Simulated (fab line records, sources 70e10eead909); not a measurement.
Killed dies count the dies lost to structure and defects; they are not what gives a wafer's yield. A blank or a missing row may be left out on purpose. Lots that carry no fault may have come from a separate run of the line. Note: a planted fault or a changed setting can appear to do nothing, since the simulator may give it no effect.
fab line records -- flow nandHarc
record: lots: 15, wafers: 45, lastDay: 32
route steps=1302 shown P_CONTACT@233 P_M0@265
lots that met no fault: taken from a fault-free run of the same line
startH: hours from the record's opening day to when the first of the lot's shown wafers began -- waitH: hours since the lot's step before -- " unchanged from the row above -- L1.1+2: one row covering several wafers at once -- - either no value or no given start -- * or withheld: withheld -- < > ~ a bound
route shown NAME@n: a module of which the file shows steps, and the number in the route of the first -- usual: average and standard deviation across the fault-free wafers -- same: alike in all rows -- chamber/n: place in a boat -- sites: readings site by site -- _std_site: how widely they spread, as a standard deviation -- _edge_site: outer sites' mean less inner sites' -- radiusMm: for every site, how far away it sits from the centre of the wafer -- mask NAME#n: copy n -- behind: tool/chamber where the wafer was last shaped -- hold: cause of the lot's hold/its duration in hours/its outcome -- device: which transistor (n, p or np) failed to switch -- end of line: the tests these same wafers got at the end of their route -- where a step has no rows: the recipe by itself -- killed: dies that structure and defects cost at the first sort, which is not the same as the wafer's yield -- map: shows each die of a wafer: x if killed, . if not, _ if none is there
set.NAME: the setting as run; set.NAME@STEP: as run at that earlier step -- model.NAME: the simulator's own value behind a step, which no gauge read
route steps across a sampled set of lots; one table per step, one row per wafer
services: the hour from which a tool's chamber was out of use, counted from the record's first day as startH (under 0 if before that day), plus the number of hours and why
== steps ==
step: NHARC_P_CONTACT_OVL_MEAS_13
usual: overlayXNm: 0.0/0.82, overlayYNm: 0.2/0.91
lot.wafer,tool,chamber,startH,waitH,overlayXNm,overlayYNm
L932.2,overlay-01,-,118.66,-,1.4,1.7
L932.5,overlay-01,-,118.66,-,1.4,1.7
L932.6,overlay-01,-,118.66,-,1.9,1.8
L935.1,overlay-01,-,144.77,-,0.8,0.5
L935.4,overlay-01,-,144.77,-,0.8,0.0
L935.5,overlay-01,-,144.77,-,0.8,0.5
L937.2,overlay-02,-,167.98,-,-0.6,0.5
L937.5,overlay-02,-,167.98,-,-0.5,1.0
L937.6,overlay-02,-,167.98,-,-0.1,0.5
L938.1,overlay-02,-,186.00,-,0.0,0.6
L938.2,overlay-02,-,186.00,-,0.0,0.5
L938.5,overlay-02,-,186.00,-,-0.2,0.5
L939.1,overlay-01,-,197.55,-,1.2,0.0
L939.2,overlay-01,-,197.55,-,1.1,-1.1
L939.4,overlay-01,-,197.55,-,0.9,0.0
L940.2,overlay-02,-,198.37,-,0.3,0.0
L940.3,overlay-02,-,198.37,-,0.0,-0.3
L940.5,overlay-02,-,198.37,-,0.0,0.6
L944.4,overlay-01,-,231.77,-,-0.5,0.2
L944.5,overlay-01,-,231.77,-,-0.9,0.6
L944.6,overlay-01,-,231.77,-,0.0,0.2
L943.1,overlay-01,-,237.85,-,0.1,0.4
L943.2,overlay-01,-,237.85,-,-0.2,0.6
L943.6,overlay-01,-,237.85,-,-0.4,0.3
L947.3,overlay-02,-,262.42,-,0.5,-1.2
L947.5,overlay-02,-,262.42,-,0.0,-0.9
L947.6,overlay-02,-,262.42,-,0.0,-1.2
L948.1,overlay-02,-,284.68,-,0.6,1.3
L948.3,overlay-02,-,284.68,-,0.8,2.3
L948.5,overlay-02,-,284.68,-,0.7,2.2
L949.1,overlay-01,-,286.25,-,-0.9,0.1
L949.3,overlay-01,-,286.25,-,-0.9,0.3
L949.6,overlay-01,-,286.25,-,-0.4,0.2
L950.3,overlay-02,-,297.43,-,-0.1,-0.2
L950.4,overlay-02,-,297.43,-,-0.2,0.3
L950.6,overlay-02,-,297.43,-,-0.4,0.8
L951.1,overlay-01,-,304.48,-,-0.7,0.3
L951.4,overlay-01,-,304.48,-,-0.9,0.1
L951.6,overlay-01,-,304.48,-,-0.9,0.3
L952.1,overlay-01,-,325.05,-,1.8,-1.5
L952.3,overlay-01,-,325.05,-,1.9,-1.4
L952.4,overlay-01,-,325.05,-,1.9,-0.8
L953.1,overlay-02,-,327.49,-,0.4,-0.4
L953.4,overlay-02,-,327.49,-,-0.1,0.4
L953.5,overlay-02,-,327.49,-,0.3,0.0
step: NHARC_P_CONTACT_PVD_32
recipe: targetThkA: 50, chamberPressurePa: 5, powerW: 5000, substrateTempC: 200, timeS: 17.7, material: Ti
usual: cathodeDcPowerW: 5000.0/0.91, chamberPressurePa: 4.999/0.01, throttleValvePct: 29.6/0.99
lot.wafer,tool,chamber,startH,waitH,cathodeDcPowerW,chamberPressurePa,throttleValvePct
L932.2,pvdSputter-03,-,120.47,-,5000.2,4.981,28.4
L932.5,pvdSputter-03,-,120.47,-,4999.1,4.983,28.2
L932.6,pvdSputter-03,-,120.47,-,4999.7,5.003,30.4
L935.4,pvdSputter-02,-,146.61,-,5001.3,5.003,27.6
L935.1,pvdSputter-02,-,146.61,-,4999.7,5.007,28.9
L935.5,pvdSputter-02,-,146.61,-,5000.5,5.012,29.3
L937.2,pvdSputter-03,-,169.97,-,5001.0,5.021,28.3
L937.6,pvdSputter-03,-,169.97,-,4998.8,4.988,30.4
L937.5,pvdSputter-03,-,169.97,-,5000.7,4.991,28.5
L938.1,pvdSputter-01,-,187.82,-,-,-,-
L938.2,pvdSputter-01,-,187.82,-,-,-,-
L938.5,pvdSputter-01,-,187.82,-,-,-,-
L939.1,pvdSputter-03,-,199.36,-,-,-,-
L939.2,pvdSputter-03,-,199.36,-,-,-,-
L939.4,pvdSputter-03,-,199.36,-,-,-,-
L940.2,pvdSputter-01,-,200.20,-,-,-,-
L940.3,pvdSputter-01,-,200.20,-,-,-,-
L940.5,pvdSputter-01,-,200.20,-,-,-,-
L944.4,pvdSputter-02,-,233.58,-,4999.9,5.012,30.0
L944.6,pvdSputter-02,-,233.58,-,5002.0,4.985,29.6
L944.5,pvdSputter-02,-,233.58,-,4998.4,5.012,30.1
L943.1,pvdSputter-02,-,239.65,-,4999.7,4.997,30.1
L943.2,pvdSputter-02,-,239.65,-,5001.0,4.999,29.5
L943.6,pvdSputter-02,-,239.65,-,4999.4,5.006,27.6
L947.3,pvdSputter-03,-,264.41,-,5000.4,4.991,28.5
L947.5,pvdSputter-03,-,264.41,-,5000.2,5.007,29.9
L947.6,pvdSputter-03,-,264.41,-,4999.5,4.980,28.9
L948.3,pvdSputter-03,-,286.52,-,5002.0,4.987,29.2
L948.1,pvdSputter-03,-,286.52,-,5000.1,5.005,29.8
L948.5,pvdSputter-03,-,286.52,-,5000.7,5.010,29.3
L949.1,pvdSputter-03,-,288.09,-,5001.3,4.995,29.2
L949.3,pvdSputter-03,-,288.09,-,4999.5,5.004,28.5
L949.6,pvdSputter-03,-,288.09,-,5000.1,4.987,29.2
L950.4,pvdSputter-02,-,299.25,-,4999.5,5.004,28.0
L950.3,pvdSputter-02,-,299.25,-,4999.6,5.001,29.8
L950.6,pvdSputter-02,-,299.25,-,4998.9,5.015,27.9
L951.1,pvdSputter-03,-,306.37,-,5000.7,5.000,29.7
L951.4,pvdSputter-03,-,306.37,-,5000.2,4.993,28.7
L951.6,pvdSputter-03,-,306.37,-,4999.6,4.995,29.6
L952.1,pvdSputter-01,-,326.90,-,4999.4,5.010,30.1
L952.4,pvdSputter-01,-,326.90,-,5000.1,5.013,31.2
L952.3,pvdSputter-01,-,326.90,-,5000.0,4.999,29.1
L953.1,pvdSputter-01,-,329.30,-,5000.0,5.014,29.3
L953.4,pvdSputter-01,-,329.30,-,4999.0,5.015,29.9
L953.5,pvdSputter-01,-,329.30,-,4999.1,4.979,31.4
step: NHARC_P_CONTACT_CVD_23
recipe: targetThkA: 2000, tempC: 300, pressureTorr: 40, wf6FlowSccm: 40, h2FlowSccm: 1600, arFlowSccm: 1560, timeS: 557, material: W
usual: heaterPowerW: 509/75, mfcWf6Sccm: 40.01/0.12, throttleValvePct: 8.06/0.26
lot.wafer,tool,chamber,startH,waitH,heaterPowerW,mfcWf6Sccm,throttleValvePct
L932.2,cvdW-01,1,-,-,576,39.97,7.78
L932.6,cvdW-01,1,-,-,580,40.01,7.51
L932.5,cvdW-01,0,-,-,571,40.03,8.03
L935.1,cvdW-02,1,-,-,465,39.86,8.28
L935.4,cvdW-02,1,-,-,470,39.89,8.52
L935.5,cvdW-02,0,-,-,399,40.19,8.17
L937.2,cvdW-02,1,-,-,482,40.01,8.25
L937.5,cvdW-02,1,-,-,480,39.93,8.41
L937.6,cvdW-02,0,-,-,410,39.86,8.11
L938.1,cvdW-02,1,-,-,483,40.02,8.42
L938.2,cvdW-02,0,-,-,414,40.10,8.10
L938.5,cvdW-02,0,-,-,404,40.11,8.15
L939.2,cvdW-01,1,-,-,609,39.92,7.71
L939.1,cvdW-01,0,-,-,556,40.45,7.95
L939.4,cvdW-01,1,-,-,625,40.01,8.00
L940.2,cvdW-02,1,-,-,471,40.07,8.19
L940.3,cvdW-02,1,-,-,463,40.02,8.42
L940.5,cvdW-02,0,-,-,405,39.82,7.80
L944.4,cvdW-01,0,-,-,573,39.97,7.97
L944.6,cvdW-01,1,-,-,610,39.96,7.85
L944.5,cvdW-01,0,-,-,561,39.99,7.57
L943.2,cvdW-01,0,-,-,565,40.00,7.87
L943.1,cvdW-01,1,-,-,600,39.84,7.72
L943.6,cvdW-01,0,-,-,552,39.97,7.98
L947.3,cvdW-02,1,-,-,482,40.10,8.41
L947.5,cvdW-02,0,-,-,406,40.14,8.24
L947.6,cvdW-02,1,-,-,484,39.88,8.44
L948.1,cvdW-02,0,-,-,408,40.06,8.05
L948.3,cvdW-02,1,-,-,476,39.89,8.05
L948.5,cvdW-02,0,-,-,422,39.95,8.07
L949.1,cvdW-01,0,-,-,563,40.00,7.88
L949.3,cvdW-01,1,-,-,620,39.98,8.09
L949.6,cvdW-01,0,-,-,578,40.04,7.81
L950.4,cvdW-02,1,-,-,467,39.97,8.43
L950.3,cvdW-02,0,-,-,427,40.05,8.20
L950.6,cvdW-02,1,-,-,480,40.15,8.33
L951.1,cvdW-02,1,-,-,468,40.09,8.16
L951.4,cvdW-02,1,-,-,489,40.03,7.84
L951.6,cvdW-02,1,-,-,476,40.08,8.23
L952.1,cvdW-02,0,-,-,424,39.94,8.15
L952.4,cvdW-02,1,-,-,465,40.05,8.05
L952.3,cvdW-02,0,-,-,414,39.93,8.25
L953.1,cvdW-02,1,-,-,476,40.09,8.25
L953.4,cvdW-02,0,-,-,413,40.00,8.16
L953.5,cvdW-02,0,-,-,414,39.96,8.35
step: NHARC_P_M0_INSPECT_11
usual: rawDefectCount: 4.5/2.9
lot.wafer,tool,chamber,startH,waitH,rawDefectCount
L932.2,defectInspect-01,-,122.86,0.0,2
L932.5,defectInspect-01,-,122.86,0.0,4
L932.6,defectInspect-01,-,122.86,0.0,6
L935.1,defectInspect-01,-,148.97,0.0,7
L935.4,defectInspect-01,-,148.97,0.0,6
L935.5,defectInspect-01,-,148.97,0.0,4
L937.2,defectInspect-01,-,172.19,0.0,5
L937.5,defectInspect-01,-,172.19,0.0,0
L937.6,defectInspect-01,-,172.19,0.0,4
L938.1,defectInspect-01,-,190.21,0.0,8
L938.2,defectInspect-01,-,190.21,0.0,3
L938.5,defectInspect-01,-,190.21,0.0,4
L939.1,defectInspect-02,-,201.76,0.0,6
L939.2,defectInspect-02,-,201.76,0.0,12
L939.4,defectInspect-02,-,201.76,0.0,7
L940.2,defectInspect-01,-,202.57,0.0,5
L940.3,defectInspect-01,-,202.57,0.0,5
L940.5,defectInspect-01,-,202.57,0.0,1
L944.4,defectInspect-02,-,235.97,0.0,4
L944.5,defectInspect-02,-,235.97,0.0,2
L944.6,defectInspect-02,-,235.97,0.0,2
L943.1,defectInspect-02,-,241.91,0.0,3
L943.2,defectInspect-02,-,241.91,0.0,5
L943.6,defectInspect-02,-,241.91,0.0,2
L947.3,defectInspect-02,-,266.77,0.0,3
L947.5,defectInspect-02,-,266.77,0.0,4
L947.6,defectInspect-02,-,266.77,0.0,4
L948.1,defectInspect-01,-,288.90,0.0,2
L948.3,defectInspect-01,-,288.90,0.0,3
L948.5,defectInspect-01,-,288.90,0.0,3
L949.1,defectInspect-01,-,290.39,0.0,4
L949.3,defectInspect-01,-,290.39,0.0,2
L949.6,defectInspect-01,-,290.39,0.0,1
L950.3,defectInspect-02,-,301.53,0.0,1
L950.4,defectInspect-02,-,301.53,0.0,3
L950.6,defectInspect-02,-,301.53,0.0,1
L951.1,defectInspect-01,-,309.30,0.0,6
L951.4,defectInspect-01,-,309.30,0.0,7
L951.6,defectInspect-01,-,309.30,0.0,5
L952.1,defectInspect-01,-,329.32,0.0,5
L952.3,defectInspect-01,-,329.32,0.0,3
L952.4,defectInspect-01,-,329.32,0.0,2
L953.1,defectInspect-01,-,331.70,0.0,5
L953.4,defectInspect-01,-,331.70,0.0,3
L953.5,defectInspect-01,-,331.70,0.0,5
== services ==
tool,chamber,startH,hours,kind
cvdW-02,0,101.00,-,clean
cvdW-02,1,101.00,-,clean
pvdSputter-02,-,104.01,10.0,pm
cvdW-02,-,118.90,3.0,repair
pvdSputter-03,-,137.19,3.6,repair
pvdSputter-03,-,143.25,6.1,repair
cvdW-02,1,159.99,1.3,repair
cvdW-01,-,185.00,13.0,pm
cvdW-01,0,185.00,13.0,ventCycle
cvdW-01,1,185.00,13.0,ventCycle
pvdSputter-02,-,187.08,1.6,repair
cvdW-01,0,198.00,-,clean
cvdW-01,-,198.10,1.4,repair
pvdSputter-03,-,221.56,6.7,repair
pvdSputter-01,-,226.13,10.0,pm
pvdSputter-02,-,231.66,0.9,repair
cvdW-02,-,269.00,13.0,pm
cvdW-02,0,269.00,13.0,ventCycle
cvdW-02,1,269.00,13.0,ventCycle
cvdW-02,0,282.00,-,clean
cvdW-02,1,282.00,-,clean
pvdSputter-02,-,282.01,10.0,pm
cvdW-02,0,305.89,15.5,repair
pvdSputter-03,-,322.28,5.8,repair
== key ==
firstSign: step: NHARC_P_CONTACT_PVD_32, reading: toolRecord, direction: missing
effect none on later readings
metAt NHARC_P_CONTACT_PVD_32
struckLots L938,L939,L940
rowsEnd L938.1,L938.2,L938.5,L939.1,L939.2,L939.4
sortLeftOut L940.2,L940.3,L940.5
testerLeftOut L940
notActingAt NHARC_P_CONTACT_OVL_MEAS_13,NHARC_P_CONTACT_CVD_23,NHARC_P_M0_INSPECT_11
onsetBetween 169.97 187.82
fault: kind: skippedStepWhole, tool: pvdSputter-01,pvdSputter-03, chamber: -, onsetH: 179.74, steps: NHARC_P_CONTACT_PVD_32, scope: struckLotsOnly
testerLeftOut: of these lots the tester's yield and bins aren't shown, on N5 and GAA mostly nor the transistor test; their killed dies are dies lost to structure and defects alone, not to doping, threshold or leakage, so they don't give the yield
sortLeftOut: the simulated sort isn't trusted on such a fault, so these wafers' sort isn't shown, and their yield isn't known
rowsEnd: these wafers met a further fault down the route, and their rows from its step on are left out
